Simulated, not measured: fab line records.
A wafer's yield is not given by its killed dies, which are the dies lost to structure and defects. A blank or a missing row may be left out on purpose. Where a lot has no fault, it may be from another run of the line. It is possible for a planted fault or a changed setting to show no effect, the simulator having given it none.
Split-lot trial / flow n5 finfet / route with 1938 steps; 7 lots, 21 wafers read

## ABOUT THE SPLIT
At N5_BEOL_M0_SAQP_PECVD_04 (deposits a-Si from SiH4/He, target thk 60 nm, time 60.2 s), the setting time s was moved away from the recipe's 60.2 s on 6 of the 21 wafers read, by -10.0% to +12.7%. All remaining wafers had this setting at the recipe value.

## FROM THE SPLIT TO THE READING: what the file shows between them, 10 steps
- N5_BEOL_M0_SAQP_THK_MEAS_05
- N5_BEOL_M0_SAQP_HM_DEP_111: deposits SiO2 from SiH4/N2O, target thk 12 nm, time 7.2 s
- N5_BEOL_M0_SAQP_COAT_81: time 60 s, resist thk 100 nm
- N5_BEOL_M0_SAQP_HM_OPEN_112: chemistry CHF3/O2, target SiO2, stops on a-Si, target depth 12 nm, time 13.5 s
- N5_BEOL_M0_SAQP_STRIP_113: strips in CHF3/O2
- N5_BEOL_M0_SAQP_MANDREL_ETCH_20: etches a-Si in HBr/Cl2, stops on SiNx, target depth 60 nm, bt time 10 s, time 30 s
- N5_BEOL_M0_SAQP_STRIP_86: strips in N2/H2
- N5_BEOL_M0_SAQP_STRIP_115: strips in post etch residue remover, time 60 s
- N5_BEOL_M0_SAQP_SRD_93: time 30 s
- N5_BEOL_M0_SAQP_RECESS_114: chemistry HF/NH3, target SiO2, target depth 14.4 nm, afs cycles 3, sublimation time 60 s

## THE READING
a-Si_of_BEOL_M0_SAQP_PECVD_04.thk nm (the simulator's own value, which no gauge read), in nm, at N5_BEOL_M0_SAQP_SPACER1_ALD_98 (deposits SiO2, target thk 12.8 nm, pulse time 1 s, purge time 2 s). The file does not state a usual value for it. The 15 wafers here that ran the recipe average 59.6 nm, standard deviation 0.6 nm.

wafer=L074.1; tool, chamber at the split=pecvd-03, 2; time s as run, s=60.2; against the recipe=recipe; a-Si_of_BEOL_M0_SAQP_PECVD_04.thk nm, nm=59.4; against lot-mates on the recipe=-
wafer=L074.3; tool, chamber at the split=pecvd-03, 1,0; time s as run, s=60.2; against the recipe=recipe; a-Si_of_BEOL_M0_SAQP_PECVD_04.thk nm, nm=59.6; against lot-mates on the recipe=-
wafer=L074.4; tool, chamber at the split=pecvd-03, 1,0; time s as run, s=60.2; against the recipe=recipe; a-Si_of_BEOL_M0_SAQP_PECVD_04.thk nm, nm=59.8; against lot-mates on the recipe=-
wafer=L077.1; tool, chamber at the split=pecvd-04, 2; time s as run, s=60.2; against the recipe=recipe; a-Si_of_BEOL_M0_SAQP_PECVD_04.thk nm, nm=60.6; against lot-mates on the recipe=-
wafer=L077.2; tool, chamber at the split=pecvd-04, 1; time s as run, s=67.87; against the recipe=+12.7%; a-Si_of_BEOL_M0_SAQP_PECVD_04.thk nm, nm=66.4; against lot-mates on the recipe=+5.8
wafer=L077.4; tool, chamber at the split=pecvd-04, 2; time s as run, s=67.87; against the recipe=+12.7%; a-Si_of_BEOL_M0_SAQP_PECVD_04.thk nm, nm=69; against lot-mates on the recipe=+8.4
wafer=L080.3; tool, chamber at the split=pecvd-02, 0; time s as run, s=60.2; against the recipe=recipe; a-Si_of_BEOL_M0_SAQP_PECVD_04.thk nm, nm=59.2; against lot-mates on the recipe=-
wafer=L080.4; tool, chamber at the split=pecvd-02, 2; time s as run, s=60.2; against the recipe=recipe; a-Si_of_BEOL_M0_SAQP_PECVD_04.thk nm, nm=59.8; against lot-mates on the recipe=-
wafer=L080.5; tool, chamber at the split=pecvd-02, 0; time s as run, s=60.2; against the recipe=recipe; a-Si_of_BEOL_M0_SAQP_PECVD_04.thk nm, nm=60.2; against lot-mates on the recipe=-
wafer=L085.2; tool, chamber at the split=pecvd-02, 1,2; time s as run, s=60.2; against the recipe=recipe; a-Si_of_BEOL_M0_SAQP_PECVD_04.thk nm, nm=59; against lot-mates on the recipe=-
wafer=L085.3; tool, chamber at the split=pecvd-02, 2; time s as run, s=60.2; against the recipe=recipe; a-Si_of_BEOL_M0_SAQP_PECVD_04.thk nm, nm=58.2; against lot-mates on the recipe=-
wafer=L085.4; tool, chamber at the split=pecvd-02, 1,2; time s as run, s=60.2; against the recipe=recipe; a-Si_of_BEOL_M0_SAQP_PECVD_04.thk nm, nm=58.8; against lot-mates on the recipe=-
wafer=L092.1; tool, chamber at the split=pecvd-03, 2,1; time s as run, s=57.71; against the recipe=-4.1%; a-Si_of_BEOL_M0_SAQP_PECVD_04.thk nm, nm=57; against lot-mates on the recipe=no lot-mate on the recipe
wafer=L092.2; tool, chamber at the split=pecvd-03, 2,1; time s as run, s=57.71; against the recipe=-4.1%; a-Si_of_BEOL_M0_SAQP_PECVD_04.thk nm, nm=57; against lot-mates on the recipe=no lot-mate on the recipe
wafer=L092.4; tool, chamber at the split=pecvd-03, 0; time s as run, s=57.71; against the recipe=-4.1%; a-Si_of_BEOL_M0_SAQP_PECVD_04.thk nm, nm=57.4; against lot-mates on the recipe=no lot-mate on the recipe
wafer=L093.1; tool, chamber at the split=pecvd-04, 2; time s as run, s=60.2; against the recipe=recipe; a-Si_of_BEOL_M0_SAQP_PECVD_04.thk nm, nm=60; against lot-mates on the recipe=-
wafer=L093.4; tool, chamber at the split=pecvd-04, 0,1; time s as run, s=60.2; against the recipe=recipe; a-Si_of_BEOL_M0_SAQP_PECVD_04.thk nm, nm=60; against lot-mates on the recipe=-
wafer=L093.3; tool, chamber at the split=pecvd-04, 0,1; time s as run, s=60.2; against the recipe=recipe; a-Si_of_BEOL_M0_SAQP_PECVD_04.thk nm, nm=60.2; against lot-mates on the recipe=-
wafer=L095.1; tool, chamber at the split=pecvd-02, 0,2; time s as run, s=60.2; against the recipe=recipe; a-Si_of_BEOL_M0_SAQP_PECVD_04.thk nm, nm=59.4; against lot-mates on the recipe=-
wafer=L095.2; tool, chamber at the split=pecvd-02, 0,2; time s as run, s=60.2; against the recipe=recipe; a-Si_of_BEOL_M0_SAQP_PECVD_04.thk nm, nm=59.2; against lot-mates on the recipe=-
wafer=L095.5; tool, chamber at the split=pecvd-02, 0; time s as run, s=54.2; against the recipe=-10.0%; a-Si_of_BEOL_M0_SAQP_PECVD_04.thk nm, nm=54.8; against lot-mates on the recipe=-4.5
The file does not say which wafer passed through which chamber wherever a row lists several chambers: such a row stands for several wafers.

FIT RESULTS
A straight line over all 21 wafers: a-Si_of_BEOL_M0_SAQP_PECVD_04.thk nm changes by +0.599 nm for each +1% of time s; r = +0.97; the points scatter about the line by 0.75 nm.
The same after taking each lot's own level away (the mean of its wafers on the recipe; 18 wafers): +0.529 nm for each +1%; r = +0.98; scatter 0.56 nm.
On that fit, the largest move of time s shifts the reading by 6.7 nm.
Across the lots, their own levels run from 58.67 to 60.60 nm, a range of 3.2 times the standard deviation given above.
So the slope is not independent of the lot-to-lot level: the two fits are not the same.
Check: with one of the wafers moved furthest among these (+12.7%) left out of the fit, the line predicts +7.51 nm for it against its lot-mates. Against them it came out at +5.8 nm.

## THESE WAFERS: OTHER SPLITS
Note: prior to the reading, these wafers also went through further splits. Each is held against what the fit with the lots' levels taken away leaves over:
other split on the same wafers=N5_HKMG_FIN_EXPOSE_46 dose mj; wafers away from the commonest value=7; r with a-Si_of_BEOL_M0_SAQP_PECVD_04.thk nm (lot level and that fit taken away)=-0.06
other split on the same wafers=N5_HKMG_FIN_ETCH_54 source w; wafers away from the commonest value=5; r with a-Si_of_BEOL_M0_SAQP_PECVD_04.thk nm (lot level and that fit taken away)=+0.15
other split on the same wafers=N5_HKMG_FIN_COAT_06 spin rpm; wafers away from the commonest value=11; r with a-Si_of_BEOL_M0_SAQP_PECVD_04.thk nm (lot level and that fit taken away)=+0.05
other split on the same wafers=N5_HKMG_FIN_DEVELOP_11 develop time s; wafers away from the commonest value=6; r with a-Si_of_BEOL_M0_SAQP_PECVD_04.thk nm (lot level and that fit taken away)=+0.10
other split on the same wafers=N5_MOL_CONTACT_COAG_COAT_58 spin rpm; wafers away from the commonest value=8; r with a-Si_of_BEOL_M0_SAQP_PECVD_04.thk nm (lot level and that fit taken away)=-0.06
other split on the same wafers=N5_MOL_CONTACT_COAG_ETCH_105 bias w; wafers away from the commonest value=5; r with a-Si_of_BEOL_M0_SAQP_PECVD_04.thk nm (lot level and that fit taken away)=+0.12
other split on the same wafers=N5_BEOL_M0_SAQP_PECVD_97 time s; wafers away from the commonest value=8; r with a-Si_of_BEOL_M0_SAQP_PECVD_04.thk nm (lot level and that fit taken away)=-0.10

## THE WHOLE CHAIN: every reading that the file lists as answering this split, in the file's order
step=N5_BEOL_M0_SAQP_PECVD_04; what it does=deposits a-Si from SiH4/He, target thk 60 nm, time 60.2 s; reading=a-Si_of_BEOL_M0_SAQP_PECVD_04.thk nm (the simulator's own value, which no gauge read); change (the file's fit)=+0.513 nm for each +1% of the setting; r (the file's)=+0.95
step=N5_BEOL_M0_SAQP_THK_MEAS_05; what it does=; reading=thk nm; change (the file's fit)=withheld for each +1% of the setting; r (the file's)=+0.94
step=N5_BEOL_M0_SAQP_MANDREL_ETCH_20; what it does=etches a-Si in HBr/Cl2, stops on SiNx, target depth 60 nm, bt time 10 s, time 30 s; reading=etch.depth nm (the simulator's own value, which no gauge read); change (the file's fit)=+0.513 nm for each +1% of the setting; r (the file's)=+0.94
step=N5_BEOL_M0_SAQP_SPACER1_ALD_98; what it does=deposits SiO2, target thk 12.8 nm, pulse time 1 s, purge time 2 s; reading=a-Si_of_BEOL_M0_SAQP_PECVD_04.thk nm (the simulator's own value, which no gauge read); change (the file's fit)=+0.517 nm for each +1% of the setting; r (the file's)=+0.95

## THE FILE'S OWN FIT
a-Si_of_BEOL_M0_SAQP_PECVD_04.thk nm changes by +0.517 nm for each +1% of time s, r = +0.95.
